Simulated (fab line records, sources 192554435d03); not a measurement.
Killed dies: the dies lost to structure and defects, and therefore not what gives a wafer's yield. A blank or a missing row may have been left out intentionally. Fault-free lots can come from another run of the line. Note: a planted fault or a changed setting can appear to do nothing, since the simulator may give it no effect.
Matching of chambers / flow n5 finfet / N5_BEOL_M9_CURE_72 on uv cure-01 has 3 sister chambers
The step cures SiCOH lowk, time 120 s. 6 wafers are shown with their chamber, then 12 later ones without.

## EACH WAFER AND ITS CHAMBER
wafer=L092.3; chamber=2; wafer_temp_C_max=372.7; lamp power pct (%)=52.25
wafer=L092.4; chamber=2; wafer_temp_C_max=371.4; lamp power pct (%)=52.35
wafer=L087.4; chamber=1; wafer_temp_C_max=372.0; lamp power pct (%)=52.25
wafer=L087.6; chamber=1; wafer_temp_C_max=372.7; lamp power pct (%)=52.36
wafer=L089.4; chamber=0; wafer_temp_C_max=371.6; lamp power pct (%)=52.28
wafer=L089.5; chamber=0; wafer_temp_C_max=371.0; lamp power pct (%)=52.30

## WAFERS MISSING THEIR CHAMBER
wafer=L091.1; wafer_temp_C_max=373.1; lamp power pct (%)=52.39
wafer=L091.3; wafer_temp_C_max=372.0; lamp power pct (%)=52.33
wafer=L091.4; wafer_temp_C_max=372.4; lamp power pct (%)=52.31
wafer=L093.3; wafer_temp_C_max=372.0; lamp power pct (%)=52.27
wafer=L093.5; wafer_temp_C_max=372.2; lamp power pct (%)=52.35
wafer=L093.6; wafer_temp_C_max=371.8; lamp power pct (%)=52.24
wafer=L097.1; wafer_temp_C_max=371.3; lamp power pct (%)=52.29
wafer=L097.2; wafer_temp_C_max=370.6; lamp power pct (%)=52.28
wafer=L097.6; wafer_temp_C_max=371.1; lamp power pct (%)=52.38
wafer=L094.1; wafer_temp_C_max=372.2; lamp power pct (%)=52.37
wafer=L094.2; wafer_temp_C_max=372.1; lamp power pct (%)=52.34
wafer=L094.6; wafer_temp_C_max=372.8; lamp power pct (%)=52.26

## EACH ONE'S CHAMBER
wafer=L091.1; from the rows above=can't be placed: 1 or 2 or 0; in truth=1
wafer=L091.3; from the rows above=can't be placed: 2 or 1 or 0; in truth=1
wafer=L091.4; from the rows above=can't be placed: 1 or 2 or 0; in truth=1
wafer=L093.3; from the rows above=can't be placed: 2 or 1 or 0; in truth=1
wafer=L093.5; from the rows above=can't be placed: 1 or 2 or 0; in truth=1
wafer=L093.6; from the rows above=can't be placed: 2 or 0 or 1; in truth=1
wafer=L097.1; from the rows above=can't be placed: 0 or 2 or 1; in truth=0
wafer=L097.2; from the rows above=can't be placed: 0 or 2 or 1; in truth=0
wafer=L097.6; from the rows above=can't be placed: 0 or 2 or 1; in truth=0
wafer=L094.1; from the rows above=can't be placed: 1 or 2 or 0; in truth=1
wafer=L094.2; from the rows above=can't be placed: 2 or 1 or 0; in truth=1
wafer=L094.6; from the rows above=can't be placed: 1 or 2 or 0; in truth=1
Correct placement for 0 of the 12. From these rows, 12 cannot be placed; in 12 the true chamber is one of the candidates. Placed wrongly: 0.
How it was worked out, from the rows above alone: a wafer's distance from a chamber is the root of the sum, over the readings, of the square of ((its reading less the chamber's mean) divided by the reading's scatter). The wafer belongs to the nearest chamber; if the next one is less than 2 further off, it can't be placed. For every chamber, the mean is computed from those of its wafers that are shown. The scatter is the square root of a quotient: the sum, over the shown wafers, of each reading's squared deviation from its chamber's mean, divided by wafers minus chambers.
